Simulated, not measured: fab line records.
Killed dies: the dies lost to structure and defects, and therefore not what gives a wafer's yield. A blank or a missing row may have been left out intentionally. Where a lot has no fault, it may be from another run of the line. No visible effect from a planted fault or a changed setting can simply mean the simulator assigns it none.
fab line records + flow n5_finfet
record
- lots=6
- wafers=18
- last_day=19
route steps=1938 shown BEOL_M13@1698 PASSIVATION@1936
lots with no fault: from the same line, run without faults
start_h: start of the lot's first displayed wafer, in hours after the record's first day + wait_h: hours since the lot's step before + " as in the row above + L1.1+2: a row that stands for several wafers + - either no value or no given start + * or withheld: withheld + < > ~ a bound
route shown NAME@n: names a module that has steps shown in the file, with the first one's number in the route + usual: mean/standard deviation of fault-free wafers + same: alike in all rows + chamber/n: place in a boat + sites: readings site by site + _std_site: standard deviation of those values + _edge_site: inner sites' mean taken away from outer sites' mean + radius_mm: how far each site lies from the wafer's centre + mask NAME#n: copy n + behind: the most recent tool/chamber to have shaped the wafer + hold: why the lot went on hold/how many hours it stayed there/how the hold came to an end + device: the transistor (n, p or np) that didn't switch + end of line: the tests these same wafers got at the end of their route + a step given without rows: its recipe and nothing more + killed: count of dies lost to structure and defects at first sort (not the wafer's yield) + map: the dies of a wafer, with x for killed, . for not killed, _ for no die there
set.NAME: the setting that was run; set.NAME@STEP: the one run at that earlier step + model.NAME: the simulator's own value behind a step, which no gauge read
certain route steps with their lots: each step a table, each wafer a row
services: a tool's chamber out of use, with start hour (start_h, from the record's first day; less than 0 if before it), hours out, and reason
## steps
# step N5_BEOL_M13_OCD_MEAS_35
# usual
- trench_depth_nm=412/9.6
| lot.wafer | tool   | chamber | start_h | wait_h | trench_depth_nm |
|-----------|--------|---------|---------|--------|-----------------|
| L492.3    | ocd-02 | -       | 240.02  | 0.0    | 407             |
| L492.4    | "      | -       | "       | "      | 402             |
| L492.5    | "      | -       | "       | "      | 411             |
| L501.2    | ocd-01 | -       | 313.44  | 0.0    | 431             |
| L501.3    | "      | -       | "       | "      | 411             |
| L501.6    | "      | -       | "       | "      | 410             |
| L502.1    | ocd-02 | -       | 318.13  | 0.0    | 399             |
| L502.2    | "      | -       | "       | "      | 402             |
| L502.3    | "      | -       | "       | "      | 422             |
| L504.1    | ocd-02 | -       | 333.27  | 0.0    | 422             |
| L504.5    | "      | -       | "       | "      | 425             |
| L504.6    | "      | -       | "       | "      | 408             |
| L512.1    | ocd-02 | -       | 400.87  | 0.0    | 403             |
| L512.5    | "      | -       | "       | "      | 401             |
| L512.6    | "      | -       | "       | "      | 398             |
| L513.1    | ocd-02 | -       | 420.16  | 0.0    | 421             |
| L513.2    | "      | -       | "       | "      | 415             |
| L513.6    | "      | -       | "       | "      | 415             |
# step N5_BEOL_M13_STRIP_37
# recipe
- chemistry=N2/H2
- power_w=1000
- temp_c=250
- h2_frac=0.65
- overash_fraction=0.3
- pressure_mtorr=withheld
- n2_flow_sccm=1750
- h2_flow_sccm=3250
# usual
- drypump_motor_current_A=6.1/0.58
- heater_power_w=344/26
- oes_product_au=0.784/0.012
- temp_c=250.03/0.21
| lot.wafer | tool            | chamber | start_h | wait_h | drypump_motor_current_A | heater_power_w | oes_product_au | rf_hours_counter_h | temp_c |
|-----------|-----------------|---------|---------|--------|-------------------------|----------------|----------------|--------------------|--------|
| L492.3    | plasma_asher-02 | 0       | 240.08  | 0.1    | 5.7                     | 362            | 0.780          | -                  | 249.91 |
| L492.4    | "               | 1       | "       | "      | 6.7                     | 348            | 0.776          | -                  | 249.99 |
| L492.5    | "               | 0       | "       | "      | 5.7                     | 368            | 0.799          | -                  | 250.26 |
| L501.2    | plasma_asher-02 | 1       | 313.48  | 0.0    | 6.7                     | 351            | 0.790          | 142                | 250.45 |
| L501.3    | "               | 0       | "       | "      | 5.6                     | 374            | 0.791          | -                  | 249.94 |
| L501.6    | "               | 1       | "       | "      | 6.7                     | 346            | 0.812          | -                  | 250.55 |
| L502.1    | plasma_asher-01 | 0       | 318.17  | 0.0    | 5.3                     | 299            | 0.799          | 77                 | 249.78 |
| L502.2    | "               | 1       | "       | "      | 6.6                     | 328            | 0.779          | 77                 | 249.94 |
| L502.3    | "               | 0       | "       | "      | 5.3                     | 304            | 0.750          | -                  | 249.98 |
| L504.1    | plasma_asher-01 | 1       | 333.31  | 0.0    | 6.6                     | 340            | 0.780          | 80                 | 250.31 |
| L504.5    | "               | 1       | "       | "      | 6.6                     | 341            | 0.779          | -                  | 250.20 |
| L504.6    | "               | 0       | "       | "      | 5.3                     | 289            | 0.794          | -                  | 250.47 |
| L512.1    | plasma_asher-02 | 1       | 400.91  | 0.0    | 6.7                     | 363            | 0.775          | 154                | 250.08 |
| L512.5    | "               | 0       | "       | "      | 5.7                     | 359            | 0.777          | -                  | 250.29 |
| L512.6    | "               | 1       | "       | "      | 6.7                     | 346            | 0.779          | -                  | 250.25 |
| L513.1    | plasma_asher-02 | 1       | 420.20  | 0.0    | 6.7                     | 363            | 0.776          | 162                | 249.93 |
| L513.2    | "               | 0       | "       | "      | 5.7                     | 370            | 0.770          | 162                | 249.93 |
| L513.6    | "               | 1       | "       | "      | 6.7                     | 348            | 0.779          | -                  | 249.76 |
# step N5_BEOL_M13_ETCH_38
# recipe
- chemistry=CF4/N2
- target=SiCN
- target_depth_a=675
- taper_deg=2
- time_s=71.9
- ion_energy_ev=150
- mask_material=SiO2
- pressure_mtorr=40
- source_w=430
- bias_w=70
- Ar_flow_sccm=100
- cf4_flow_sccm=60
- n2_flow_sccm=60
# usual
- drypump_motor_current_A=6.0/0.49
- oes_product_au=0.78/0.099
- rf_vpp_V=382.0/1.7
- showerhead_plenum_p_Torr=2.19/0.06
- throttle_valve_pct=15.42/0.27
| lot.wafer | tool        | chamber | start_h | wait_h | drypump_motor_current_A | oes_product_au | rf_hours_counter_h | rf_vpp_V | showerhead_plenum_p_Torr | throttle_valve_pct |
|-----------|-------------|---------|---------|--------|-------------------------|----------------|--------------------|----------|--------------------------|--------------------|
| L492.3    | rie_diel-05 | 1       | 241.64  | -      | 5.7                     | 0.68           | 222                | 380.5    | 2.10                     | 15.80              |
| L492.4    | "           | 0       | "       | "      | 6.0                     | 0.90           | 25                 | 383.8    | 2.25                     | 15.00              |
| L492.5    | "           | 3       | "       | "      | 5.2                     | 0.72           | -                  | 382.4    | 2.20                     | 15.58              |
| L501.2    | rie_diel-06 | 0       | 314.32  | -      | 6.4                     | 0.85           | 69                 | 382.4    | 2.24                     | 15.24              |
| L501.3    | "           | 1       | "       | "      | 5.8                     | 0.73           | 179                | 380.1    | 2.11                     | 15.25              |
| L501.6    | "           | 1       | "       | "      | 5.8                     | 0.73           | -                  | 380.0    | 2.11                     | 15.25              |
| L502.1    | rie_diel-06 | 3       | 319.76  | -      | 5.5                     | 0.70           | 206                | 383.8    | 2.28                     | 15.71              |
| L502.2    | "           | 1       | "       | "      | 5.8                     | 0.72           | 181                | 381.0    | 2.11                     | 15.26              |
| L502.3    | "           | 2       | "       | "      | 6.7                     | 1.01           | 1                  | 386.8    | 2.36                     | 15.31              |
| L504.1    | rie_diel-05 | 1       | 334.10  | -      | 5.7                     | 0.66           | 249                | 379.9    | 2.10                     | 15.84              |
| L504.5    | "           | 0       | "       | "      | 6.0                     | 0.86           | -                  | 383.5    | 2.24                     | 15.06              |
| L504.6    | "           | 1       | "       | "      | 5.7                     | 0.66           | -                  | 380.8    | 2.10                     | 15.86              |
| L512.1    | rie_diel-05 | 3       | 403.30  | -      | 5.2                     | 0.95           | 12                 | 380.7    | 2.18                     | 15.21              |
| L512.5    | "           | 0       | "       | "      | 6.0                     | 0.81           | -                  | 383.6    | 2.23                     | 15.10              |
| L512.6    | "           | 2       | "       | "      | 6.8                     | 0.87           | -                  | 381.5    | 2.17                     | 15.14              |
| L513.1    | rie_diel-02 | 1       | 420.99  | -      | 5.7                     | 0.65           | 244                | 384.9    | 2.26                     | 15.62              |
| L513.2    | "           | 0       | "       | "      | 6.5                     | 0.68           | 221                | 381.0    | 2.18                     | 15.82              |
| L513.6    | "           | 1       | "       | "      | 5.7                     | 0.65           | -                  | 382.9    | 2.26                     | 15.62              |
# step N5_BEOL_M13_PRECLEAN_39
# recipe
- chemistry=residue_remover
- time_s=60
- temp_c=40
# step N5_BEOL_M13_SRD_40
# recipe
- time_s=30
- temp_c=23
- rinse_liquid=diw
- dry=n2_spin
- spin_rpm=1500
- dry_time_s=30
# step N5_BEOL_M13_DEGAS_41
# recipe
- ambient=vacuum
- temp_c=250
- time_s=60
# usual
- heater_power_w=341/26
| lot.wafer | tool           | chamber | start_h | wait_h | heater_power_w |
|-----------|----------------|---------|---------|--------|----------------|
| L492.3    | pvd_sputter-03 | -       | 242.06  | 0.2    | 358            |
| L492.4    | "              | -       | "       | "      | 335            |
| L492.5    | "              | -       | "       | "      | 350            |
| L501.2    | pvd_sputter-03 | -       | 315.02  | 0.5    | 343            |
| L501.3    | "              | -       | "       | "      | 325            |
| L501.6    | "              | -       | "       | "      | 358            |
| L502.1    | pvd_sputter-02 | -       | 321.77  | 1.8    | 344            |
| L502.2    | "              | -       | "       | "      | 323            |
| L502.3    | "              | -       | "       | "      | 402            |
| L504.1    | pvd_sputter-02 | -       | 334.47  | 0.2    | 318            |
| L504.5    | "              | -       | "       | "      | 324            |
| L504.6    | "              | -       | "       | "      | 328            |
| L512.1    | pvd_sputter-03 | -       | 403.75  | 0.3    | 323            |
| L512.5    | "              | -       | "       | "      | 336            |
| L512.6    | "              | -       | "       | "      | 340            |
| L513.1    | pvd_sputter-02 | -       | 421.48  | 0.3    | 321            |
| L513.2    | "              | -       | "       | "      | 412            |
| L513.6    | "              | -       | "       | "      | 333            |
# step N5_BEOL_M13_PRE_CLEAN_42
# recipe
- gas=H2/He
- time_s=30
- temp_c=250
# usual
- heater_power_w=342/25
| lot.wafer | tool           | chamber | start_h | wait_h | heater_power_w |
|-----------|----------------|---------|---------|--------|----------------|
| L492.3    | pvd_sputter-03 | -       | 242.10  | 0.0    | 356            |
| L492.4    | "              | -       | "       | "      | 342            |
| L492.5    | "              | -       | "       | "      | 338            |
| L501.2    | pvd_sputter-03 | -       | 315.06  | 0.0    | 339            |
| L501.3    | "              | -       | "       | "      | 332            |
| L501.6    | "              | -       | "       | "      | 356            |
| L502.1    | pvd_sputter-02 | -       | 321.81  | 0.0    | 342            |
| L502.2    | "              | -       | "       | "      | 330            |
| L502.3    | "              | -       | "       | "      | 406            |
| L504.1    | pvd_sputter-02 | -       | 334.51  | 0.0    | 322            |
| L504.5    | "              | -       | "       | "      | 323            |
| L504.6    | "              | -       | "       | "      | 316            |
| L512.1    | pvd_sputter-03 | -       | 403.79  | 0.0    | 332            |
| L512.5    | "              | -       | "       | "      | 336            |
| L512.6    | "              | -       | "       | "      | 333            |
| L513.1    | pvd_sputter-02 | -       | 421.52  | 0.0    | 323            |
| L513.2    | "              | -       | "       | "      | 401            |
| L513.6    | "              | -       | "       | "      | 346            |
# step N5_BEOL_M13_SPUTTER_43
# recipe
- material=TaN
- target_thk_a=150
- temp_c=50
- bias_v=168.6
- power_w=15000
- chamber_pressure_pa=0.12
- time_s=24.19
# usual
- throttle_valve_pct=29.3/1.2
| lot.wafer | tool           | chamber | start_h | wait_h | throttle_valve_pct |
|-----------|----------------|---------|---------|--------|--------------------|
| L492.3    | pvd_sputter-03 | -       | 242.14  | 0.0    | 30.1               |
| L492.4    | "              | -       | "       | "      | 28.8               |
| L492.5    | "              | -       | "       | "      | 28.9               |
| L501.2    | pvd_sputter-03 | -       | 315.10  | 0.0    | 29.0               |
| L501.3    | "              | -       | "       | "      | 30.1               |
| L501.6    | "              | -       | "       | "      | 29.9               |
| L502.1    | pvd_sputter-02 | -       | 321.85  | 0.0    | 30.4               |
| L502.2    | "              | -       | "       | "      | 26.7               |
| L502.3    | "              | -       | "       | "      | 28.4               |
| L504.1    | pvd_sputter-02 | -       | 334.55  | 0.0    | 30.7               |
| L504.5    | "              | -       | "       | "      | 26.7               |
| L504.6    | "              | -       | "       | "      | 30.4               |
| L512.1    | pvd_sputter-03 | -       | 403.83  | 0.0    | 29.9               |
| L512.5    | "              | -       | "       | "      | 29.1               |
| L512.6    | "              | -       | "       | "      | 29.4               |
| L513.1    | pvd_sputter-02 | -       | 421.56  | 0.0    | 30.8               |
| L513.2    | "              | -       | "       | "      | 28.3               |
| L513.6    | "              | -       | "       | "      | 30.3               |
# step N5_BEOL_M13_SPUTTER_44
# recipe
- material=Ta
- target_thk_a=100
- temp_c=50
- bias_v=80
- power_w=15000
- chamber_pressure_pa=0.07
- time_s=16.13
# step N5_BEOL_M13_SPUTTER_45
# recipe
- material=Cu
- target_thk_a=800
- temp_c=-20
- bias_v=60
- power_w=26000
- chamber_pressure_pa=0.13
- time_s=13.33
# step N5_BEOL_M13_ECD_47
# recipe
- material=Cu
- target_thk_a=9360
# step N5_BEOL_M13_ANNEAL_48
# recipe
- temp_c=225
- time_s=90
- ambient=N2
# step N5_BEOL_M13_CMP_49
# recipe
- stop_on=SiOC
- t_overpolish_s=17.1
- down_force_psi=1
- platen_rpm=50
- clearing_platen_down_force_psi=1.5
- clearing_platen_rpm=50
- post_cmp_clean=cu_alkaline
- target_thk_nm=420
- clearing_platen_pad_velocity_m_s=0.99484
- pad_velocity_m_s=0.99484
# usual
- barrier_field_endpoint_s=30.5/0.97
- head_pressure_psi=1.0000/0.0021
- motor_current_A=5.9/0.58
- overpolish_run_s=17.101/0.0086
- slurry_filter_dp_kPa=13.50/0.14
| lot.wafer | tool   | chamber | start_h | wait_h | barrier_field_endpoint_s | head_pressure_psi | motor_current_A | overpolish_run_s | slurry_filter_dp_kPa |
|-----------|--------|---------|---------|--------|--------------------------|-------------------|-----------------|------------------|----------------------|
| L492.4    | cmp-01 | 0       | 243.40  | 0.2    | 30.6                     | 0.9999            | 6.4             | 17.104           | 13.67                |
| L492.3    | "      | 1       | "       | "      | 31.9                     | 0.9997            | 5.4             | 17.090           | 13.61                |
| L492.5    | "      | 0       | "       | "      | 30.6                     | 0.9987            | 6.4             | 17.106           | 13.35                |
| L501.2    | cmp-01 | 3       | 316.12  | 0.4    | 29.5                     | 1.0005            | 5.8             | 17.105           | 13.58                |
| L501.3    | "      | 0       | "       | "      | 28.9                     | 1.0007            | 6.6             | 17.108           | 13.50                |
| L501.6    | "      | 0       | "       | "      | 29.2                     | 0.9988            | 6.3             | 17.100           | 13.39                |
| L502.1    | cmp-01 | 0       | 322.59  | 0.3    | 28.9                     | 0.9991            | 6.5             | 17.114           | 13.38                |
| L502.3    | "      | 1       | "       | "      | 24.4                     | 1.2468            | 6.2             | 17.088           | 13.22                |
| L502.2    | "      | 3       | "       | "      | 29.6                     | 1.0046            | 5.8             | 17.090           | 13.46                |
| L504.1    | cmp-01 | 1       | 335.32  | 0.3    | 24.5                     | 1.2472            | 5.6             | 17.103           | 13.66                |
| L504.6    | "      | 0       | "       | "      | 29.8                     | 1.0006            | 6.7             | 17.112           | 13.52                |
| L504.5    | "      | 1       | "       | "      | 24.4                     | 1.2513            | 5.9             | 17.101           | 13.34                |
| L512.1    | cmp-01 | 3       | 404.74  | 0.3    | 29.8                     | 1.0010            | 5.9             | 17.108           | 13.46                |
| L512.6    | "      | 3       | "       | "      | 29.6                     | 1.0006            | 5.8             | 17.089           | 13.46                |
| L512.5    | "      | 0       | "       | "      | 28.9                     | 1.0000            | 6.9             | 17.102           | 13.51                |
| L513.1    | cmp-03 | 0       | 422.33  | 0.3    | 31.7                     | 0.9982            | 6.1             | 17.101           | 13.57                |
| L513.2    | "      | 2       | "       | "      | 30.0                     | 1.0017            | 6.0             | 17.103           | 13.54                |
| L513.6    | "      | 0       | "       | "      | 31.2                     | 0.9968            | 5.9             | 17.086           | 13.29                |
# step N5_PASSIVATION_PROBE_49
# usual
- defect_limited_yield=91.3/1.4
- killed_at_M0_to_M3=33/11
- killed_at_M4_up=15/6.2
- killed_at_contacts=13/6.5
- killed_at_front_end=38/11
- killed_at_other=3.4/2.6
- killed_dies=102/17
- killed_on_rim=13/4.1
- killed_open=67/12
- killed_short=34/7.9
- sort_bin_5_function=5.1/0.88
- sort_bin_6_memory=3.3/0.65
- sort_n_pass=1078/17
- sort_yield_pct=91.3/1.4
# same
- gross_dies=1180
- killed_at_back_side=0
- sort_bin_4_leakage[%]=0
- sort_bin_8_speed[%]=0
| lot.wafer | tool      | chamber | start_h | wait_h | defect_limited_yield[%] | killed_at_M0_to_M3 | killed_at_M4_up | killed_at_contacts | killed_at_front_end | killed_at_other | killed_dies | killed_on_rim | killed_open | killed_short | sort_bin_5_function[%] | sort_bin_6_memory[%] | sort_n_pass | sort_yield_pct[%] |
|-----------|-----------|---------|---------|--------|-------------------------|--------------------|-----------------|--------------------|---------------------|-----------------|-------------|---------------|-------------|--------------|------------------------|----------------------|-------------|-------------------|
| L492.3    | prober-01 | -       | 273.76  | 0.1    | 93.3                    | 15                 | 9               | 15                 | 35                  | 5               | 79          | 10            | 55          | 24           | 4.3                    | 2.3                  | 1101        | 93.3              |
| L492.4    | prober-01 | -       | 273.81  | 0.2    | 91.5                    | 25                 | 14              | 30                 | 29                  | 2               | 100         | 13            | 62          | 37           | 5.0                    | 3.3                  | 1080        | 91.5              |
| L492.5    | prober-01 | -       | 273.86  | 0.2    | 90.9                    | 41                 | 12              | 18                 | 36                  | 0               | 107         | 13            | 61          | 46           | 5.2                    | 3.2                  | 1073        | 90.9              |
| L501.2    | prober-02 | -       | 340.72  | 0.4    | 90.0                    | 49                 | 6               | 11                 | 51                  | 1               | 118         | 13            | 76          | 38           | 5.7                    | 3.9                  | 1062        | 90.0              |
| L501.3    | prober-02 | -       | 340.77  | 0.4    | 89.5                    | 52                 | 13              | 1                  | 56                  | 2               | 124         | 19            | 78          | 44           | 6.3                    | 3.6                  | 1056        | 89.5              |
| L501.6    | prober-02 | -       | 340.92  | 0.6    | 90.3                    | 57                 | 8               | 4                  | 40                  | 5               | 114         | 19            | 69          | 43           | 5.3                    | 4.2                  | 1066        | 90.3              |
| L502.1    | prober-02 | -       | 351.36  | 0.0    | 90.2                    | 45                 | 20              | 16                 | 34                  | 1               | 116         | 12            | 79          | 37           | 6.1                    | 3.5                  | 1064        | 90.2              |
| L502.2    | prober-02 | -       | 351.41  | 0.1    | 92.3                    | 31                 | 17              | 5                  | 37                  | 1               | 91          | 13            | 56          | 34           | 4.7                    | 2.7                  | 1089        | 92.3              |
| L502.3    | prober-02 | -       | 351.46  | 0.1    | 92.9                    | 27                 | 13              | 10                 | 34                  | 0               | 84          | 11            | 55          | 29           | 3.6                    | 3.3                  | 1096        | 92.9              |
# killed by level:class
L492.3 MOL_CONTACT_COAG:geometric_particle:open=11 FIN_SAQP:geometric_particle:short=8 DUMMY_GATE:geometric_particle:open=6 FIN_SAQP:geometric_particle:open=5 STI_FIN_REVEAL:geometric_particle:open=5 MOL_CONTACT_COAG:geometric_particle:short=4 BEOL_M0_SAQP:geometric_particle:open=4 MIM_TOP_ETCH:geometric_particle:open=4
L492.4 MOL_CONTACT_COAG:geometric_particle:open=15 MOL_CONTACT_COAG:geometric_particle:short=15 BEOL_M2:geometric_particle:open=10 BEOL_M3:geometric_particle:open=6 FIN_SAQP:geometric_particle:short=5 DUMMY_GATE:geometric_particle:open=5 BEOL_M5:geometric_particle:open=4 STI_FIN_REVEAL:geometric_particle:open=4
L492.5 MOL_CONTACT_COAG:geometric_particle:open=11 BEOL_M0_SAQP:geometric_particle:short=10 BEOL_M0_SAQP:geometric_particle:open=8 GATE_CUT:geometric_particle:open=7 MOL_CONTACT_COAG:geometric_particle:short=7 BEOL_M1:geometric_particle:open=6 DUMMY_GATE:geometric_particle:open=5 GATE_CUT:geometric_particle:short=5
L501.2 FIN_SAQP:geometric_particle:short=14 BEOL_M0_SAQP:geometric_particle:open=13 BEOL_M1:geometric_particle:open=11 BEOL_M0_SAQP:geometric_particle:short=10 MOL_CONTACT_COAG:geometric_particle:open=9 FIN_SAQP:geometric_particle:open=8 BEOL_M3:geometric_particle:open=7 STI_FIN_REVEAL:geometric_particle:open=5
L501.3 BEOL_M3:geometric_particle:open=14 FIN_SAQP:geometric_particle:short=12 FIN_SAQP:geometric_particle:open=12 GATE_CUT:geometric_particle:short=9 BEOL_M0_SAQP:geometric_particle:short=9 BEOL_M1:geometric_particle:open=9 STI_FIN_REVEAL:geometric_particle:open=8 BEOL_M0_SAQP:geometric_particle:open=7
L501.6 BEOL_M0_SAQP:geometric_particle:short=20 BEOL_M0_SAQP:geometric_particle:open=15 FIN_SAQP:geometric_particle:short=10 FIN_SAQP:geometric_particle:open=10 BEOL_M3:geometric_particle:open=10 BEOL_M1:geometric_particle:open=8 STI_FIN_REVEAL:geometric_particle:open=7 MOL_CONTACT_COAG:geometric_particle:open=4
L502.1 MOL_CONTACT_COAG:geometric_particle:open=16 BEOL_M0_SAQP:geometric_particle:short=14 BEOL_M4:geometric_particle:open=12 BEOL_M0_SAQP:geometric_particle:open=11 BEOL_M3:geometric_particle:open=8 FIN_SAQP:geometric_particle:open=6 STI_FIN_REVEAL:geometric_particle:open=6 ILD0:geometric_particle:short=6
L502.2 FIN_SAQP:geometric_particle:open=12 BEOL_M0_SAQP:geometric_particle:short=10 FIN_SAQP:geometric_particle:short=8 BEOL_M0_SAQP:geometric_particle:open=8 BEOL_M4:geometric_particle:open=7 BEOL_M3:geometric_particle:open=6 ILD0:geometric_particle:open=4 MOL_CONTACT_COAG:geometric_particle:open=4
L502.3 BEOL_M0_SAQP:geometric_particle:short=10 BEOL_M4:geometric_particle:open=9 MOL_CONTACT_COAG:geometric_particle:open=8 STI_FIN_REVEAL:geometric_particle:open=7 BEOL_M3:geometric_particle:open=6 FIN_SAQP:geometric_particle:open=5 ILD0:geometric_particle:open=5 FIN_SAQP:geometric_particle:short=4
## services
| tool            | chamber | start_h | hours | kind                          |
|-----------------|---------|---------|-------|-------------------------------|
| rie_diel-06     | 3       | 216.58  | 5.0   | repair                        |
| cmp-03          | -       | 235.46  | 3.2   | repair                        |
| rie_diel-06     | 1       | 240.99  | 8.6   | repair                        |
| rie_diel-05     | 2       | 250.56  | -     | clean                         |
| rie_diel-05     | 2       | 250.56  | -     | consumable_replace:focus_ring |
| rie_diel-05     | 2       | 250.56  | 17.4  | scheduled_down                |
| rie_diel-05     | 2       | 250.56  | 17.4  | vent_cycle                    |
| cmp-01          | -       | 273.51  | 0.9   | repair                        |
| cmp-03          | -       | 283.89  | 7.5   | pm                            |
| plasma_asher-01 | -       | 300.37  | 4.0   | repair                        |
| cmp-03          | -       | 308.07  | 11.6  | pm                            |
| cmp-01          | -       | 318.87  | 1.8   | repair                        |
| rie_diel-06     | 1       | 319.92  | 6.7   | repair                        |
| cmp-03          | -       | 329.75  | 10.7  | repair                        |
| cmp-03          | -       | 351.22  | 4.0   | pm                            |
| rie_diel-06     | 3       | 357.07  | 4.4   | repair                        |
| rie_diel-05     | 3       | 357.31  | -     | clean                         |
| rie_diel-05     | 2       | 361.93  | 29.1  | repair                        |
| plasma_asher-02 | -       | 371.90  | 14.6  | pm                            |
| plasma_asher-02 | -       | 386.50  | 2.8   | pm                            |
| cmp-01          | -       | 391.69  | 3.3   | repair                        |
| plasma_asher-02 | -       | 403.44  | 0.7   | repair                        |
| plasma_asher-01 | -       | 405.21  | 15.6  | pm                            |
| cmp-03          | -       | 410.12  | 1.4   | repair                        |
## key
first_sign
- step=N5_BEOL_M13_CMP_49
- reading=head_pressure_psi
- direction=up
- sigmas=99+
- usual=1.0000
- struck=1.2484
effect
- step=N5_BEOL_M13_CMP_49
- reading=barrier_field_endpoint_s
- direction=down
- sigmas=6.2
- usual=30.5
- struck=24.4
met_at N5_BEOL_M13_CMP_49
struck_wafers L502.3,L504.1,L504.5
onset_between 243.40 322.59
fault
- kind=process_parameter_drift
- tool=cmp-01
- chamber=1
- onset_h=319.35
- steps=N5_BEOL_M13_CMP_49
- channel=down_force_psi
- offset=0.2498
- shape=step
- end_h=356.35
- acts_in=these_recipes_only
- stated=1
